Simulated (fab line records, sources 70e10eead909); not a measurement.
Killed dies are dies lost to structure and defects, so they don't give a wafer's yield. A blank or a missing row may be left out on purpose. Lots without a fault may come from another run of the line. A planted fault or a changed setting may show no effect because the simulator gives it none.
One fault seen from 2 desks | flow nand_harc | each desk has only its own numbers; what lay behind them comes last

THE TOOL OWNER'S DESK: arfi_scanner-03
The tool's own readings at NHARC_P_M1_EXPOSE_06 (exposes mask P M1, target cd 130 nm): means of the sampled wafers that have a number, for each lot that ran on this tool. A lot is out of limits, marked OUT, if its mean lies more than 4 standard deviations from the usual mean; the brackets give that distance.
Columns: A = exposure_dose_mJ_cm2 at NHARC_P_M1_EXPOSE_06, usual 81.87
lot  | first seen here | A
L983 | day 6 09:32     | 81.91
L990 | day 9 15:03     | 81.88
L995 | day 11 08:20    | 110.40 (+99 or more) OUT
L996 | day 11 12:58    | 104.67 (+99 or more) OUT
L997 | day 12 05:17    | 102.19 (+99 or more) OUT
L999 | day 13 02:52    | 102.30 (+99 or more) OUT
This desk's finding: out of limits on L995, L996, L997, L999; first on L995, day 11 08:20 (exposure_dose_mJ_cm2 at NHARC_P_M1_EXPOSE_06). In limits: L983, L990.

THE METROLOGY DESK
What the gauges read, lot by lot, whatever tool the lot ran on: means of the sampled wafers that have a number. A lot is out of limits, marked OUT, if its mean lies more than 4 standard deviations from the usual mean; the brackets give that distance.
Columns: A = cd_nm at NHARC_P_M1_CD_MEAS_09, usual 129.7 nm; B = cd_nm at NHARC_P_M1_CD_MEAS_16, usual 129.5 nm
lot  | first seen here | A               | B
L983 | day 6 09:41     | 128.7           | 128.8
L984 | day 6 13:10     | 129.8           | 129.6
L985 | day 7 03:08     | 129.0           | 129.1
L990 | day 9 15:11     | 129.5           | 129.4
L992 | day 10 01:34    | 130.1           | 129.7
L995 | day 11 08:28    | 147.4 (+33) OUT | 147.2 (+26) OUT
L996 | day 11 13:07    | 145.3 (+29) OUT | 144.8 (+23) OUT
L997 | day 12 05:26    | 143.7 (+26) OUT | 142.8 (+20) OUT
L999 | day 13 02:59    | 143.8 (+26) OUT | 143.2 (+20) OUT
L103 | day 14 16:48    | 130.1           | 130.1
L104 | day 14 20:16    | 129.8           | 130.0
L106 | day 15 18:59    | 130.0           | 130.2
This desk's finding: out of limits on L995, L996, L997, L999; first on L995, day 11 08:28 (cd_nm at NHARC_P_M1_CD_MEAS_09). In limits: L983, L984, L985, L990, L992, L103, L104, L106.

PUT TOGETHER
The tool owner's desk could have raised an alarm at day 11 08:20, on L995, L996, L997, L999.
The metrology desk could have raised an alarm at day 11 08:28, on L995, L996, L997, L999.
Of the lots named, all ran NHARC_P_M1_EXPOSE_06 on arfi_scanner-03.

WHAT THE SIMULATOR HAD PUT IN
Process parameter drift: arfi_scanner-03, from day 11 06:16 on, at NHARC_P_M1_EXPOSE_06. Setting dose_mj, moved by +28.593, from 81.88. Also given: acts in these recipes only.
Lots struck among those shown: L995, L996, L997, L999.
Hours from the fault's start to each desk's first reading out of limits: the tool owner's desk, 2; the metrology desk, 2.
